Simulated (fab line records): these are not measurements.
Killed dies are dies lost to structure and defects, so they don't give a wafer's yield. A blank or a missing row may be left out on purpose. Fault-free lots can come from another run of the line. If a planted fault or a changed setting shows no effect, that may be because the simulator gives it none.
2 desks, one fault -- flow n5 finfet -- every desk sees just its own numbers, and what lay behind them comes last

AT THE TOOL OWNER'S DESK: arfi scanner-01
The tool's own readings at N5_HKMG_FIN_EXPOSE_46 (exposes mask NDIPOLE): means of the sampled wafers that have a number, for each lot that ran on this tool. The brackets show how far a lot's mean lies from the usual mean; more than 4 standard deviations puts the lot out of limits, marked OUT.
Columns: A = exposure dose mJ cm2 at N5_HKMG_FIN_EXPOSE_46, usual 39.98; B = reticle temp C at N5_HKMG_FIN_EXPOSE_46, usual 23.00 C; C = stage vel mm s at N5_HKMG_FIN_EXPOSE_46, usual 500.02 mm/s
lot,first seen here,A,B,C
L545,day 4 11:14,40.04,23.02,500.17
L549,day 5 14:22,39.98,22.89,499.97
L553,day 6 13:55,45.23 (+99 or more) OUT,23.02,500.22
L554,day 6 18:07,44.13 (+99 or more) OUT,23.03,500.10
L555,day 7 06:19,43.36 (+87) OUT,23.00,499.89
L556,day 7 09:29,42.65 (+69) OUT,23.06,500.17
Finding of this desk: L553, L554, L555, L556 out of limits; the first was L553 at day 6 13:55, on exposure dose mJ cm2 at N5_HKMG_FIN_EXPOSE_46. L545, L549: within limits.

METROLOGY DESK
What the gauges read for every lot (on any tool): the sampled wafers with a number, averaged. The brackets show how far a lot's mean lies from the usual mean; more than 4 standard deviations puts the lot out of limits, marked OUT.
Columns: A = cd nm at N5_HKMG_FIN_CD_MEAS_49, usual 202.2 nm
lot,first seen here,A
L545,day 4 11:22,202.0
L546,day 4 16:59,202.7
L549,day 5 14:29,202.2
L553,day 6 14:02,210.3 (+12) OUT
L554,day 6 18:14,209.4 (+11) OUT
L555,day 7 06:26,207.7 (+8.4) OUT
L556,day 7 09:37,205.1 (+4.4) OUT
L561,day 8 09:15,202.2
L563,day 8 23:16,202.0
L565,day 9 12:44,201.9
Finding of this desk: L553, L554, L555, L556 out of limits; the first was L553 at day 6 14:02, on cd nm at N5_HKMG_FIN_CD_MEAS_49. L545, L546, L549, L561, L563, L565: within limits.

TAKEN TOGETHER
At day 6 13:55, on L553, L554, L555, L556, the tool owner's desk was in a position to raise an alarm.
The metrology desk could have raised an alarm at day 6 14:02, on L553, L554, L555, L556.
On arfi scanner-01, each named lot ran N5_HKMG_FIN_EXPOSE_46.

WHAT WAS PUT IN BY THE SIMULATOR
Process parameter drift: arfi scanner-01, from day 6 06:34 on, at N5_HKMG_FIN_EXPOSE_46. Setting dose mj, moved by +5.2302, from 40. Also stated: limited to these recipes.
Struck lots among those shown: L553, L554, L555, L556.
Delay (hours) between the fault's onset and each desk's first out-of-limits reading: 7 at the tool owner's desk, 7 at the metrology desk.
